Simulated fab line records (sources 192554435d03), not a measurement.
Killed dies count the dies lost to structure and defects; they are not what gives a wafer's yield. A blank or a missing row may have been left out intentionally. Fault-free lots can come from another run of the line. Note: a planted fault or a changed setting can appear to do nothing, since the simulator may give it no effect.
Chamber matching	flow n5Finfet	N5_BEOL_M0_SAQP_SPACER2_ETCHBACK_27 on rieDiel-05: 4 sister chambers
The step etches SiO2 in CHF3/O2, target depth 22.5 nm, time 11.25 s. 24 wafers are shown with their chamber, then 12 later ones without.

WAFERS WITH THEIR CHAMBER
wafer	chamber	showerheadPlenumPTorr (Torr)	drypumpMotorCurrentA (A)	throttleValvePct (%)
L074.1	2	2.52	6.0	19.32
L074.3	3	2.39	5.1	18.58
L074.6	2	2.52	6.0	19.32
L075.2	1	2.49	5.6	18.94
L075.4	2	2.52	6.0	19.30
L075.6	1	2.49	5.6	18.92
L080.1	3	2.39	5.2	18.58
L080.4	2	2.52	6.0	19.34
L080.6	0	2.38	5.8	19.16
L081.1	2	2.52	6.0	19.32
L081.3	1	2.49	5.6	18.95
L081.4	3	2.39	5.1	18.59
L083.2	3	2.38	5.1	18.60
L083.4	2	2.52	6.0	19.34
L083.6	3	2.38	5.2	18.60
L085.2	2	2.52	6.0	19.34
L085.3	3	2.38	5.2	18.60
L085.4	2	2.51	6.0	19.34
L086.1	3	2.38	5.1	18.61
L086.5	2	2.51	6.0	19.36
L086.6	3	2.38	5.2	18.61
L089.2	3	2.38	5.2	18.62
L089.3	2	2.51	6.0	19.35
L089.6	2	2.51	6.0	19.37

SIGNATURES (means of the wafers above)
reading	chamber 0	chamber 1	chamber 2	chamber 3	scatter within a chamber
showerheadPlenumPTorr	2.3800	2.4900	2.5164	2.3833	0.00477
drypumpMotorCurrentA	5.800	5.600	6.000	5.156	0.0333
throttleValvePct	19.1600	18.9367	19.3364	18.5989	0.0173
Rule: distance of a wafer from a chamber = root of the sum over the readings of ((wafer's reading minus chamber's mean) / reading's scatter) squared. The wafer belongs to the nearest chamber; if the next one is less than 2 further off, it can't be placed. How the scatter is found: for the shown wafers, subtract from each reading the mean of its chamber, square and add these, divide the total by (wafers less chambers), then take the root.

WAFERS WITHOUT THEIR CHAMBER
wafer	showerheadPlenumPTorr (Torr)	drypumpMotorCurrentA (A)	throttleValvePct (%)
L092.1	2.38	5.8	18.80
L092.2	2.51	6.0	19.35
L092.6	2.38	5.8	18.83
L094.1	2.38	5.1	18.64
L094.2	2.48	5.6	18.99
L094.5	2.47	5.6	19.00
L095.2	2.37	5.8	18.82
L095.5	2.51	6.0	19.39
L095.6	2.38	5.1	18.62
L097.2	2.47	5.7	18.99
L097.3	2.51	6.0	19.40
L097.6	2.51	6.0	19.37

WHICH CHAMBER EACH ONE RAN IN
wafer	from the rows above	in truth
L092.1	can't be placed: 0 or 3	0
L092.2	2	2
L092.6	0	0
L094.1	3	3
L094.2	1	1
L094.5	1	1
L095.2	0	0
L095.5	2	2
L095.6	3	3
L097.2	1	1
L097.3	2	2
L097.6	2	2
Placed correctly: 11 of 12. These rows do not allow placing 1 (true chamber among the candidates in 1). Wrongly placed: 0.
